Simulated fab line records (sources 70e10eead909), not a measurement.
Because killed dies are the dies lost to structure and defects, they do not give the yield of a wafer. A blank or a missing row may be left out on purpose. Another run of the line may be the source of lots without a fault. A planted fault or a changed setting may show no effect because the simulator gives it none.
fab line records	flow nand-harc
record lots=6	wafers=18	last-day=25
route steps=1159 shown A_CONTACT@959 A_BLC@964 END@1159
lots with no fault: from the same line, run without faults
start-h: hours from the record's first day to the start of the lot's first wafer shown	wait-h: time in hours since the lot's previous step	" the same as in the row above	L1.1+2: a single row standing in for several wafers	- no value, or no start given	* or withheld: withheld	< > ~ a bound
route shown NAME@n: names a module that has steps shown in the file, with the first one's number in the route	usual: the fault-free wafers' mean and standard deviation	same: alike in all rows	chamber/n: place in a boat	sites: the reading at each site	_std_site: the standard deviation of these	_edge_site: the outer-site mean with the inner-site mean subtracted	radius-mm: how far each site lies from the wafer's centre	mask NAME#n: copy n	behind: the last tool/chamber to shape the wafer	hold: cause of the lot's hold/its duration in hours/its outcome	device: the transistor (n, p or np) that didn't switch	end of line: the tests these same wafers got at the end of their route	where a step has no rows: the recipe by itself	killed: not the wafer's yield, but the dies lost to structure and defects at the first sort	map: the dies of a wafer, with x for killed, . for not killed, _ for no die there
set.NAME: the setting that was run; set.NAME@STEP: the one run at that earlier step	model.NAME: the simulator's own value behind a step, which no gauge read
lots at selected steps of the route; one table per step, one row per wafer
services: the hour from which a tool's chamber was out of use, counted from the record's first day as start-h (under 0 if before that day), plus the number of hours and why
## steps
# step NHARC_A_CONTACT_CVD_19
# recipe target-thk-a=3000	temp-c=300	pressure-torr=40	wf6-flow-sccm=40	h2-flow-sccm=1600	ar-flow-sccm=1560	time-s=802	material=W
# usual chamber-pressure-Torr=40.00/0.091	heater-power-outer-w=274/25	heater-power-w=475/46	throttle-valve-pct=7.99/0.24
lot.wafer	tool	chamber	start-h	wait-h	chamber-pressure-Torr	heater-power-outer-w	heater-power-w	throttle-valve-pct
L626.4	cvd-w-01	0	-	-	40.20	245	438	8.04
L626.3	"	1	"	"	40.19	309	541	8.33
L626.5	"	0	"	"	40.06	232	431	7.76
L628.1	cvd-w-01	0	-	-	40.00	240	435	8.15
L628.4	"	1	"	"	39.98	311	544	8.02
L628.5	"	1	"	"	40.01	308	555	8.30
L636.4	cvd-w-02	0	-	-	40.08	253	443	7.66
L636.6	"	1	"	"	40.05	284	462	8.24
L636.5	"	0	"	"	40.04	258	455	7.88
L634.1	cvd-w-02	1	-	-	39.97	282	457	8.06
L634.4	"	0	"	"	40.01	253	457	7.62
L634.3	"	1	"	"	40.07	282	456	7.67
L645.4	cvd-w-02	1	-	-	39.96	284	452	7.96
L645.5	"	0	"	"	39.86	259	464	7.96
L645.6	"	1	"	"	40.19	288	446	8.03
L646.2	cvd-w-02	1	-	-	39.84	289	445	8.29
L646.5	"	1	"	"	40.01	284	471	7.99
L646.6	"	1	"	"	39.93	287	449	8.11
# step NHARC_A_CONTACT_CMP_20
# recipe t-overpolish-s=30	target-thk-nm=300
# usual motor-current-A=11.5/1.1	overpolish-run-s=30.000/0.0097	time-to-endpoint-s=58/4.4
lot.wafer	tool	chamber	start-h	wait-h	motor-current-A	overpolish-run-s	time-to-endpoint-s
L626.4	cmp-01	1	399.09	0.5	13.3	30.000	63
L626.3	"	2	"	"	12.2	30.005	61
L626.5	"	2	"	"	13.0	30.006	66
L628.1	cmp-01	3	402.19	0.7	11.8	30.003	65
L628.4	"	1	"	"	13.5	30.000	63
L628.5	"	3	"	"	12.1	30.006	65
L636.4	cmp-02	1	484.27	0.4	10.3	29.986	53
L636.6	"	0	"	"	12.0	29.996	57
L636.5	"	1	"	"	10.7	30.016	55
L634.1	cmp-02	2	494.35	0.6	11.2	30.008	58
L634.3	"	0	"	"	11.9	30.010	58
L634.4	"	1	"	"	10.5	29.996	56
L645.4	cmp-01	0	528.73	0.4	12.3	29.998	56
L645.6	"	2	"	"	12.9	30.009	62
L645.5	"	3	"	"	12.2	30.006	65
L646.2	cmp-02	2	542.56	1.2	10.2	30.002	54
L646.6	"	0	"	"	11.7	30.005	54
L646.5	"	1	"	"	10.5	29.988	54
# step NHARC_A_CONTACT_SRD_22
# step NHARC_A_CONTACT_INSPECT_23
# usual raw-defect-count=410/130
lot.wafer	tool	chamber	start-h	wait-h	raw-defect-count
L626.3	defect-inspect-01	-	399.49	0.1	368
L626.4	"	-	"	"	590
L626.5	"	-	"	"	757
L628.1	defect-inspect-01	-	402.57	0.1	374
L628.4	"	-	"	"	405
L628.5	"	-	"	"	385
L636.4	defect-inspect-02	-	484.65	0.1	417
L636.5	"	-	"	"	523
L636.6	"	-	"	"	374
L634.1	defect-inspect-01	-	494.75	0.1	399
L634.3	"	-	"	"	269
L634.4	"	-	"	"	384
L645.4	defect-inspect-01	-	529.09	0.1	369
L645.5	"	-	"	"	330
L645.6	"	-	"	"	507
L646.2	defect-inspect-01	-	542.91	0.1	585
L646.5	"	-	"	"	539
L646.6	"	-	"	"	499
# step NHARC_A_BLC_DEHYDRATE_00
# recipe temp-c=150	time-s=120
# step NHARC_A_BLC_HMDS_01
# recipe time-s=30
# step NHARC_A_BLC_COAT_02
# recipe temp-c=260	time-s=75
# step NHARC_A_BLC_COAT_03
# recipe temp-c=225	time-s=65
# step NHARC_A_BLC_COAT_04
# recipe spin-rpm=1500	resist-thk-nm=90
# step NHARC_A_BLC_SOFTBAKE_05
# recipe temp-c=105	time-s=55
# step NHARC_A_BLC_EBR_06
# step NHARC_A_BLC_EXPOSE_07
# recipe na=1.35	target-cd-nm=100	dose-mj=67.97	mask-id=A_BLC
# same na=1.35
lot.wafer	tool	chamber	start-h	wait-h	mask
L626.3+4+5	arfi-scanner-02	0	399.87	-	A_BLC#0
L628.1+4+5	arfi-scanner-01	0	402.93	-	A_BLC#0
L636.4+5+6	arfi-scanner-01	0	484.90	-	A_BLC#0
L634.1+3+4	arfi-scanner-01	0	495.12	-	A_BLC#0
L645.4+5+6	arfi-scanner-02	0	529.47	-	A_BLC#0
L646.2+5+6	arfi-scanner-03	0	543.28	-	A_BLC#0
# step NHARC_A_BLC_PEB_08
# recipe peb-temp-c=100	peb-time-s=65
# step NHARC_A_BLC_DEVELOP_09
# recipe develop-time-s=35	dev-temp-c=23
# step NHARC_A_BLC_CD_MEAS_10
# recipe target-cd-nm=100	landing-energy-ev=500
# usual cd-nm=99.5/0.88
# same landing-energy-ev=500
lot.wafer	tool	chamber	start-h	wait-h	cd-nm
L626.3	cd-sem-01	0	400.01	-	99.3
L626.4	"	0	"	"	99.2
L626.5	"	0	"	"	98.8
L628.1	cd-sem-03	0	403.07	-	99.6
L628.4	"	0	"	"	99.2
L628.5	"	0	"	"	98.9
L636.4	cd-sem-02	0	485.04	-	99.7
L636.5	"	0	"	"	99.4
L636.6	"	0	"	"	94.5
L634.1	cd-sem-01	0	495.26	-	98.5
L634.3	"	0	"	"	93.8
L634.4	"	0	"	"	98.8
L645.4	cd-sem-01	0	529.61	-	99.7
L645.5	"	0	"	"	98.2
L645.6	"	0	"	"	98.8
L646.2	cd-sem-02	0	543.42	-	97.6
L646.5	"	0	"	"	98.5
L646.6	"	0	"	"	99.5
# step NHARC_A_BLC_OVL_MEAS_11
# usual overlay-x-nm=0.0/0.67	overlay-y-nm=0.1/1
lot.wafer	tool	chamber	start-h	wait-h	overlay-x-nm	overlay-y-nm
L626.3	overlay-02	-	400.09	-	0.0	0.0
L626.4	"	-	"	"	0.6	0.2
L626.5	"	-	"	"	0.2	-0.2
L628.1	overlay-02	-	403.17	-	0.5	1.1
L628.4	"	-	"	"	0.4	0.7
L628.5	"	-	"	"	0.3	1.4
L636.4	overlay-02	-	485.12	-	0.1	0.4
L636.5	"	-	"	"	0.1	0.7
L636.6	"	-	"	"	0.0	0.2
L634.1	overlay-02	-	495.34	-	-1.3	-0.2
L634.3	"	-	"	"	-1.2	-0.3
L634.4	"	-	"	"	-1.6	-0.1
L645.4	overlay-02	-	529.69	-	0.9	2.1
L645.5	"	-	"	"	0.9	2.2
L645.6	"	-	"	"	1.2	1.9
L646.2	overlay-02	-	543.51	-	0.3	0.9
L646.5	"	-	"	"	0.2	1.0
L646.6	"	-	"	"	0.5	0.7
# step NHARC_A_BLC_INSPECT_12
# usual raw-defect-count=32/13
lot.wafer	tool	chamber	start-h	wait-h	raw-defect-count
L626.3	defect-inspect-01	-	400.13	0.0	24
L626.4	"	-	"	"	24
L626.5	"	-	"	"	24
L628.1	defect-inspect-01	-	403.21	0.0	19
L628.4	"	-	"	"	22
L628.5	"	-	"	"	15
L636.4	defect-inspect-01	-	485.15	0.0	40
L636.5	"	-	"	"	40
L636.6	"	-	"	"	38
L634.1	defect-inspect-01	-	495.38	0.0	29
L634.3	"	-	"	"	35
L634.4	"	-	"	"	43
L645.4	defect-inspect-01	-	529.73	0.0	37
L645.5	"	-	"	"	32
L645.6	"	-	"	"	36
L646.2	defect-inspect-01	-	543.55	0.0	54
L646.5	"	-	"	"	42
L646.6	"	-	"	"	47
# step NHARC_A_BLC_DESCUM_15
# recipe time-s=3	o2-flow-sccm=200	ar-flow-sccm=0	bias-power-w=0	chemistry=O2
# usual chamber-pressure-mTorr=60.01/0.057	drypump-motor-current-A=5.9/0.38	oes-product-au=0.999/0.013	rf-vpp-V=57.7/0.93	showerhead-plenum-p-Torr=1.90/0.083	throttle-valve-pct=11.312/0.0087
lot.wafer	tool	chamber	start-h	wait-h	chamber-pressure-mTorr	drypump-motor-current-A	oes-product-au	rf-hours-counter-h	rf-vpp-V	showerhead-plenum-p-Torr	throttle-valve-pct	model.A_BLC.cd-nm
L626.4	rie-diel-07	3	400.21	0.1	59.94	5.7	0.997	19	58.8	1.95	11.317	98.09
L626.3	"	0	"	"	59.95	6.0	1.014	17	57.4	2.01	11.305	98.96
L626.5	"	2	"	"	59.97	6.4	1.004	-	58.8	1.87	11.309	99.59
L628.1	rie-diel-07	0	403.28	0.1	60.09	6.0	1.012	18	57.9	2.01	11.303	98.81
L628.4	"	2	"	"	60.10	6.4	0.989	21	57.4	1.87	11.312	99.87
L628.5	"	0	"	"	59.98	6.0	0.993	-	59.7	2.01	11.325	98.39
L636.4	rie-diel-02	3	485.23	0.1	59.98	6.0	0.987	56	56.9	1.78	11.321	100.4
L636.6	"	1	"	"	60.09	6.1	0.987	-	57.7	1.99	11.306	95.47
L636.5	"	2	"	"	60.02	5.7	0.986	-	58.3	1.85	11.302	98.73
L634.1	rie-diel-11	1	495.44	0.1	60.03	6.4	1.006	11	58.7	1.96	11.312	98.14
L634.3	"	3	"	"	59.99	5.0	0.995	10	57.2	1.77	11.320	94.14
L634.4	"	0	"	"	59.99	5.8	1.000	11	58.6	1.97	11.301	98.81
L645.4	rie-diel-07	1	529.79	0.1	60.05	5.6	0.994	11	56.9	1.80	11.313	99.66
L645.6	"	0	"	"	59.90	6.0	1.000	-	58.6	2.00	11.312	98.29
L645.5	"	1	"	"	59.90	5.6	0.995	-	58.8	1.80	11.320	98.12
L646.2	rie-diel-07	2	543.61	0.1	59.94	6.4	0.981	12	57.5	1.87	11.310	97.43
L646.6	"	1	"	"	59.98	5.6	0.983	-	57.8	1.80	11.314	99.72
L646.5	"	2	"	"	60.02	6.4	0.969	-	57.5	1.87	11.315	98.59
# step NHARC_A_BLC_ETCH_16
# recipe target-depth-a=390	over-etch-frac=0.3	time-s=65	ion-energy-ev=80	cf4-flow-sccm=150	ar-flow-sccm=0	rf-w=300	bias-w=100	chemistry=CF4
# usual chamber-pressure-mTorr=50.00/0.042	drypump-motor-current-A=5.9/0.39	oes-product-au=1.000/0.013	rf-vpp-V=151.1/1.1	showerhead-plenum-p-Torr=1.75/0.072	throttle-valve-pct=13.285/0.0092
lot.wafer	tool	chamber	start-h	wait-h	chamber-pressure-mTorr	drypump-motor-current-A	oes-product-au	rf-hours-counter-h	rf-vpp-V	showerhead-plenum-p-Torr	throttle-valve-pct
L626.3	rie-diel-07	2	400.28	0.1	50.02	6.4	1.012	20	151.1	1.73	13.280
L626.4	"	0	"	"	49.92	6.0	1.014	17	151.1	1.85	13.293
L626.5	"	1	"	"	50.01	5.6	0.987	-	149.9	1.67	13.295
L628.4	rie-diel-07	1	403.50	0.2	49.97	5.6	0.988	20	149.8	1.67	13.276
L628.1	"	0	"	"	50.02	6.0	0.988	18	152.6	1.85	13.273
L628.5	"	2	"	"	49.97	6.5	1.003	-	151.6	1.73	13.296
L636.4	rie-diel-02	3	485.30	0.1	50.01	6.0	0.987	56	149.4	1.65	13.280
L636.5	"	3	"	"	50.03	6.0	0.980	-	149.0	1.65	13.293
L636.6	"	0	"	"	49.98	6.0	0.985	-	150.3	1.65	13.278
L634.3	rie-diel-11	0	495.54	0.1	50.01	5.8	1.010	11	151.6	1.81	13.282
L634.4	"	2	"	"	50.00	5.2	1.002	10	151.4	1.73	13.286
L634.1	"	3	"	"	50.00	5.1	0.986	10	149.8	1.65	13.282
L645.4	rie-diel-07	2	529.92	0.1	49.93	6.4	0.994	11	150.5	1.73	13.284
L645.6	"	1	"	"	50.00	5.6	0.995	-	150.5	1.67	13.277
L645.5	"	2	"	"	50.00	6.4	0.991	-	150.4	1.73	13.294
L646.2	rie-diel-07	0	543.69	0.1	49.95	6.0	0.996	12	153.6	1.84	13.287
L646.5	"	0	"	"	49.97	6.0	0.997	-	151.9	1.84	13.280
L646.6	"	1	"	"	49.98	5.6	0.980	-	150.5	1.67	13.280
# step NHARC_A_BLC_ETCH_17
# recipe target-depth-a=3900	over-etch-frac=0.25	time-s=609.38	ion-energy-ev=200	n2-flow-sccm=150	h2-flow-sccm=150	ar-flow-sccm=0	rf-w=400	bias-w=150	chemistry=N2/H2
# usual chamber-pressure-mTorr=30.000/0.024	drypump-motor-current-A=5.9/0.4	oes-product-au=0.998/0.013	rf-vpp-V=429.8/2.6	showerhead-plenum-p-Torr=2.01/0.088	throttle-valve-pct=14.170/0.0096
lot.wafer	tool	chamber	start-h	wait-h	chamber-pressure-mTorr	drypump-motor-current-A	oes-product-au	rf-hours-counter-h	rf-vpp-V	showerhead-plenum-p-Torr	throttle-valve-pct
L626.3	rie-diel-07	3	-	-	30.000	5.7	1.018	20	432.3	2.08	14.164
L626.4	"	0	"	"	30.010	6.0	1.001	18	431.3	2.14	14.149
L626.5	"	2	"	"	30.007	6.4	1.008	-	430.0	1.99	14.177
L628.1	rie-diel-07	1	-	-	29.960	5.6	0.995	20	426.4	1.91	14.157
L628.4	"	2	"	"	29.965	6.5	1.017	21	430.9	1.99	14.158
L628.5	"	2	"	"	30.001	6.4	1.001	-	430.3	1.99	14.178
L636.4	rie-diel-02	2	-	-	30.011	5.7	0.985	51	429.1	1.97	14.174
L636.6	"	2	"	"	29.967	5.7	0.986	-	429.0	1.97	14.160
L636.5	"	3	"	"	30.018	6.0	0.987	-	426.1	1.89	14.174
L634.4	rie-diel-11	2	-	-	30.023	5.3	0.997	11	428.8	1.99	14.172
L634.1	"	3	"	"	29.993	5.1	0.987	10	424.4	1.89	14.174
L634.3	"	0	"	"	30.031	5.8	1.011	11	432.4	2.10	14.165
L645.4	rie-diel-07	3	-	-	29.946	5.7	1.015	10	432.3	2.07	14.180
L645.6	"	2	"	"	29.977	6.4	0.978	-	428.7	1.99	14.152
L645.5	"	3	"	"	29.978	5.7	1.028	-	431.8	2.07	14.171
L646.2	rie-diel-07	2	-	-	30.035	6.4	0.982	12	429.9	1.99	14.173
L646.5	"	0	"	"	30.046	6.0	0.998	-	433.2	2.14	14.148
L646.6	"	1	"	"	30.000	5.6	0.991	-	427.6	1.91	14.171
# step NHARC_A_BLC_ETCH_18
# recipe target-depth-a=9100	c4f8-flow-sccm=20	o2-flow-sccm=10	ar-flow-sccm=withheld	rf-w=600	bias-w=1500	chemistry=C4F8/O2/Ar
# usual chamber-pressure-mTorr=25.000/0.021	oes-product-au=0.953/0.023	rf-vpp-V=977/5.6
lot.wafer	tool	chamber	start-h	wait-h	chamber-pressure-mTorr	oes-product-au	rf-hours-counter-h	rf-vpp-V	model.A_BLC.cd-nm
L626.3	rie-diel-07	3	-	-	25.008	0.984	20	981	103
L626.4	"	0	"	"	24.998	0.995	18	984	96.8
L626.5	"	2	"	"	24.968	0.975	-	975	101
L628.4	rie-diel-07	1	-	-	25.013	0.911	21	970	103.4
L628.1	"	3	"	"	24.989	0.942	20	981	102.9
L628.5	"	2	"	"	24.989	0.924	-	974	101.5
L636.4	rie-diel-02	2	-	-	24.987	0.911	51	974	97.52
L636.6	"	1	"	"	25.016	0.915	-	984	94.09
L636.5	"	2	"	"	25.020	0.912	-	975	101.9
L634.1	rie-diel-11	1	-	-	25.033	0.957	11	981	96.93
L634.4	"	2	"	"	24.981	0.943	11	975	101.3
L634.3	"	3	"	"	24.987	0.945	10	968	94.97
L645.4	rie-diel-07	2	-	-	25.007	0.934	11	975	98.25
L645.6	"	2	"	"	24.967	0.961	-	975	96.54
L645.5	"	3	"	"	25.016	0.979	-	980	96.46
L646.2	rie-diel-07	0	-	-	25.023	0.931	12	985	96.73
L646.5	"	0	"	"	24.980	0.931	-	982	100.8
L646.6	"	1	"	"	25.010	0.920	-	970	103.7
# step NHARC_A_BLC_CD_MEAS_19
# usual cd-nm=100.3/2.9
lot.wafer	tool	chamber	start-h	wait-h	cd-nm
L626.3	cd-sem-02	-	401.16	-	103.0
L626.4	"	-	"	"	96.7
L626.5	"	-	"	"	100.8
L628.1	cd-sem-02	-	404.39	-	102.9
L628.4	"	-	"	"	103.4
L628.5	"	-	"	"	101.6
L636.4	cd-sem-03	-	486.19	-	97.3
L636.5	"	-	"	"	101.8
L636.6	"	-	"	"	94.0
L634.1	cd-sem-01	-	496.43	-	97.3
L634.3	"	-	"	"	95.0
L634.4	"	-	"	"	101.1
L645.4	cd-sem-01	-	530.80	-	98.1
L645.5	"	-	"	"	96.4
L645.6	"	-	"	"	96.6
L646.2	cd-sem-03	-	544.57	-	96.4
L646.5	"	-	"	"	100.9
L646.6	"	-	"	"	104.3
# step NHARC_END_SORT_01
# recipe temp-c=25
# usual killed-at-array=29/10	killed-at-other=0.7/1.1	killed-at-periphery=3.3/2.4	killed-dies=33/11	killed-open=3.3/2	killed-short=1.9/1.3
# same gross-dies=677
lot.wafer	tool	chamber	start-h	wait-h	killed-at-array	killed-at-other	killed-at-periphery	killed-dies	killed-open	killed-short
L626.3	prober-01	0	447.11	3.1	19	0	2	21	2	1
L626.4	prober-01	0	447.91	3.4	23	0	2	25	2	1
# killed by level:class
L626.3 A_SLIT:chamber-film-flake=9 A_CHANNEL_HOLE_D1:chamber-film-flake=3 A_CHANNEL_FILL_D1:chamber-film-flake=2 A_CONTACT:chamber-film-flake=2 P_M1:geometric-particle:open=1 A_M0:geometric-particle:open=1 A_M1:geometric-particle:short=1 P_GATE:chamber-film-flake=1
L626.4 A_SLIT:chamber-film-flake=14 A_CHANNEL_HOLE_D1:chamber-film-flake=3 A_BLC:geometric-particle:open=2 A_CHANNEL_FILL_D1:chamber-film-flake=2 A_ONON_D1:geometric-particle:short=1 P_GATE:chamber-film-flake=1 P_M2:chamber-film-flake=1 A_STAIRCASE:chamber-film-flake=1
## services
tool	chamber	start-h	hours	kind
cmp-02	-	375.47	4.4	repair
cmp-01	-	375.64	4.0	pm
rie-diel-02	1	376.46	9.8	repair
cvd-w-02	-	376.59	13.0	pm
rie-diel-07	1	377.19	1.6	repair
rie-diel-02	2	382.81	3.4	repair
rie-diel-07	-	388.79	0.7	repair
cmp-02	-	403.89	0.6	repair
rie-diel-07	-	405.20	9.0	pm
rie-diel-11	3	421.63	3.0	repair
cmp-02	-	422.50	4.0	pm
cvd-w-02	-	431.77	13.0	repair
arfi-scanner-01	-	445.49	0.3	repair
cmp-02	-	452.79	9.0	repair
rie-diel-02	2	457.30	9.3	repair
cmp-02	-	469.68	0.8	repair
cmp-01	-	473.64	4.0	pm
rie-diel-11	2	500.99	8.2	repair
rie-diel-02	-	504.75	9.0	pm
cmp-02	-	508.12	1.2	repair
rie-diel-07	-	520.18	6.1	repair
cvd-w-02	0	531.78	15.9	repair
rie-diel-11	3	541.44	5.5	repair
rie-diel-11	-	543.56	9.0	pm
## key
first-sign step=NHARC_A_BLC_CD_MEAS_10	reading=cd-nm	direction=down	sigmas=6	usual=99.5	struck=94.1
effect none on later readings
model-effect step=NHARC_A_BLC_DESCUM_15	value=A_BLC.cd-nm	without=99.49	struck=94.81
model-effect step=NHARC_A_BLC_ETCH_18	value=A_BLC.cd-nm	without=99.21	struck=94.53
met-at NHARC_A_BLC_EXPOSE_07
struck-wafers L634.3,L636.6
tester-left-out L634,L636
onset-between 402.93 484.90
fault kind=process-parameter-drift	tool=arfi-scanner-01	chamber=-	onset-h=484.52	steps=NHARC_A_BLC_EXPOSE_07	channel=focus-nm	offset=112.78	shape=step	end-h=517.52	scope=struck-wafers-only
# tester-left-out: of these lots the tester's yield and bins aren't shown, on N5 and GAA mostly nor the transistor test; their killed dies are dies lost to structure and defects alone, not to doping, threshold or leakage, so they don't give the yield
